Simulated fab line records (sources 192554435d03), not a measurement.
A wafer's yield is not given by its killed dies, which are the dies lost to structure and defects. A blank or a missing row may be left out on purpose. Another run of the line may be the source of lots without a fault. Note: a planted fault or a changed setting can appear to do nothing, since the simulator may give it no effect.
Matching of chambers / flow n5 finfet / N5_BEOL_M2_ALD_84 on ald metal-01 has 4 sister chambers
The step deposits TaN, pulse time 2 s, purge time 3 s, co reactant purge time 2 s. 8 wafers are shown with their chamber, then 8 later ones without.

== WAFERS WITH THEIR CHAMBER ==
wafer=L075.6; chamber=0; heater power w (W)=388
wafer=L082.4; chamber=0; heater power w (W)=401
wafer=L086.2; chamber=3; heater power w (W)=405
wafer=L086.6; chamber=1; heater power w (W)=411
wafer=L088.1; chamber=3; heater power w (W)=399
wafer=L088.5; chamber=2; heater power w (W)=414
wafer=L088.6; chamber=1; heater power w (W)=410
wafer=L089.3; chamber=2; heater power w (W)=427

== WAFERS WITHOUT THEIR CHAMBER ==
wafer=L089.4; heater power w (W)=382
wafer=L089.6; heater power w (W)=389
wafer=L091.1; heater power w (W)=423
wafer=L091.2; heater power w (W)=408
wafer=L091.6; heater power w (W)=385
wafer=L095.4; heater power w (W)=407
wafer=L095.5; heater power w (W)=420
wafer=L095.6; heater power w (W)=408

== EACH ONE'S CHAMBER ==
wafer=L089.4; from the rows above=can't be placed: 0 or 3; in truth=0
wafer=L089.6; from the rows above=can't be placed: 0 or 3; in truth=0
wafer=L091.1; from the rows above=can't be placed: 2 or 1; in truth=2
wafer=L091.2; from the rows above=can't be placed: 1 or 3 or 2 or 0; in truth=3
wafer=L091.6; from the rows above=can't be placed: 0 or 3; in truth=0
wafer=L095.4; from the rows above=can't be placed: 1 or 3 or 0 or 2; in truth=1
wafer=L095.5; from the rows above=can't be placed: 2 or 1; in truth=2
wafer=L095.6; from the rows above=can't be placed: 1 or 3 or 2 or 0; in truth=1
Correctly placed: 0 of 8. Can't be placed from these rows: 8 (the true chamber is among the candidates in 8). Wrongly placed: 0.
How it was worked out, from the rows above alone: a wafer's distance from a chamber is the root of the sum, over the readings, of the square of ((its reading less the chamber's mean) divided by the reading's scatter). The wafer belongs to the nearest chamber; if the next one is less than 2 further off, it can't be placed. For every chamber, the mean is computed from those of its wafers that are shown. How the scatter is found: for the shown wafers, subtract from each reading the mean of its chamber, square and add these, divide the total by (wafers less chambers), then take the root.
